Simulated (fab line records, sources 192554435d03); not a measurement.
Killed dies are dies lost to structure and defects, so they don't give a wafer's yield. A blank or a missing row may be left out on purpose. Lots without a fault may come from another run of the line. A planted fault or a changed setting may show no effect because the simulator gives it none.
Which tool did it? | flow n5_finfet | 11 lots, 32 wafers sampled, at 3 steps of a route of 1938

WHAT THE GAUGES READ, wafer by wafer
N5_BEOL_M11_CD_MEAS_28: target cd 70 nm.
lot  | measured     | on        | cd_nm (nm)
L102 | day 12 11:52 | cd_sem-01 | 70.2 70.1 69.9
L103 | day 13 06:50 | cd_sem-02 | 70.7 69.8 70.1
L107 | day 14 05:41 | cd_sem-01 | 70.3 69.4 70.6
L110 | day 16 15:08 | cd_sem-03 | 69.5 69.7 69.7
L111 | day 16 20:38 | cd_sem-02 | 69.7 69.3 70.1
L112 | day 17 02:39 | cd_sem-01 | 69.6 70.0 69.0
L117 | day 17 23:58 | cd_sem-02 | 71.1 71.6
L114 | day 18 00:08 | cd_sem-02 | 70.8 69.7 69.4
L115 | day 18 12:20 | cd_sem-03 | 69.0 69.6 69.7
L123 | day 20 12:31 | cd_sem-01 | 68.6 69.1 68.7
L109 | day 20 12:43 | cd_sem-03 | 68.9 68.6 67.6

N5_BEOL_M11_CD_MEAS_35: target cd 70 nm.
lot  | measured     | on        | cd_nm (nm)
L102 | day 12 12:36 | cd_sem-02 | 69.6 70.0 70.2
L103 | day 13 07:34 | cd_sem-02 | 69.6 69.5 69.6
L107 | day 14 06:26 | cd_sem-01 | 70.3 70.3 70.2
L110 | day 16 15:53 | cd_sem-02 | 69.9 69.1 69.4
L111 | day 16 21:22 | cd_sem-01 | 69.9 70.0 69.8
L112 | day 17 03:23 | cd_sem-03 | 69.8 69.9 70.7
L117 | day 18 00:43 | cd_sem-02 | 69.9 69.5
L114 | day 18 00:54 | cd_sem-03 | 70.0 70.3 69.9
L115 | day 18 13:19 | cd_sem-01 | 69.9 70.8 70.6
L123 | day 20 13:17 | cd_sem-03 | 69.6 69.9 69.1
L109 | day 20 13:46 | cd_sem-01 | 70.1 70.7 69.9

WHICH TOOL RAN EACH LOT (tool, then ch and the chambers of the sampled wafers, then the start)
lot  | N5_BEOL_M11_ETCH_66
L102 | rie_diel-06 ch 2,3, day 12 12:02
L103 | rie_diel-06 ch 0,1,2, day 13 07:04
L107 | rie_diel-03 ch 0,2,3, day 14 05:53
L110 | rie_diel-06 ch 0,2,3, day 16 15:19
L111 | rie_diel-03 ch 0,1,2, day 16 20:48
L112 | rie_diel-06 ch 0,2,3, day 17 02:49
L117 | rie_diel-01 ch 0,1, day 18 00:08
L114 | rie_diel-06 ch 1,2,3, day 18 00:20
L115 | rie_diel-03 ch 0,3, day 18 12:45
L123 | rie_diel-01 ch 1,2, day 20 12:44
L109 | rie_diel-03 ch 0,2, day 20 13:13
- N5_BEOL_M11_ETCH_66: etches SOC in N2/H2, target depth 120 nm, overetch 24 nm, time 180 s.

WHAT THE TOOLS THEMSELVES READ (means of the sampled wafers that have a number; where no wafer has one, the mark that the record gives instead)
N5_BEOL_M11_ETCH_66.
lot  | tool        | chamber_pressure_mTorr (mTorr) | drypump_motor_current_A (A) | n2_flow_sccm (sccm) | oes_product_au (a.u.) | rf_fwd_power_W (W) | rf_vpp_V (V) | showerhead_plenum_p_Torr (Torr) | throttle_valve_pct (%)
L102 | rie_diel-06 | 29.993                         | 5.6                         | 200.2               | 0.60                  | 836.6              | 523.2        | 2.51                            | 17.73
L103 | rie_diel-06 | 30.014                         | 6.1                         | 200.1               | 0.65                  | 834.0              | 523.7        | 2.56                            | 17.81
L107 | rie_diel-03 | 30.017                         | 6.0                         | 199.9               | 0.65                  | 836.7              | 522.5        | 2.49                            | 17.81
L110 | rie_diel-06 | 30.004                         | 5.9                         | 199.9               | 0.65                  | 836.1              | 526.3        | 2.63                            | 17.67
L111 | rie_diel-03 | 30.010                         | 5.7                         | 200.7               | 0.68                  | 836.1              | 523.9        | 2.54                            | 17.74
L112 | rie_diel-06 | 30.014                         | 5.9                         | 199.8               | 0.64                  | 835.9              | 526.1        | 2.63                            | 17.67
L117 | rie_diel-01 | 29.992                         | 5.5                         | 200.4               | 0.69                  | 838.6              | 525.5        | 2.58                            | 17.84
L114 | rie_diel-06 | 30.008                         | 5.9                         | 199.9               | 0.68                  | 835.1              | 524.8        | 2.58                            | 17.67
L115 | rie_diel-03 | 30.012                         | 6.1                         | 199.3               | 0.62                  | 834.8              | 521.7        | 2.44                            | 17.77
L123 | rie_diel-01 | 29.994                         | 5.7                         | 199.8               | 0.63                  | 836.5              | 525.6        | 2.60                            | 18.08
L109 | rie_diel-03 | 30.012                         | 6.0                         | 200.0               | 0.63                  | 835.3              | 522.0        | 2.49                            | 17.98

THE ANSWER, worked out from the rows above alone
Rule: what is usual is taken from the lots themselves. Put in order of their means at a reading, lots are off if they are a third of the lots or fewer, leave a main group of 4 or more, and stand apart from it by a gap of 3 or more times the standard deviation of the main group's means; of several such gaps the widest counts. A main group whose means are all the same, to the digits that the tables above print for the reading, isn't used. A lot without any number at a reading at which 4 lots or more have one is off too. The other lots that the step has rows for count as sound. The gauges are gone through in route order, then the tools' own readings, and for those a lot's mean is taken as printed above. The first step at which some lot is off is used, and at that step the reading that is off furthest; a lot without a number counts as furthest.
No lot is off at any reading shown: from this, nothing can be told.

WHAT THE SIMULATOR HAD PUT IN
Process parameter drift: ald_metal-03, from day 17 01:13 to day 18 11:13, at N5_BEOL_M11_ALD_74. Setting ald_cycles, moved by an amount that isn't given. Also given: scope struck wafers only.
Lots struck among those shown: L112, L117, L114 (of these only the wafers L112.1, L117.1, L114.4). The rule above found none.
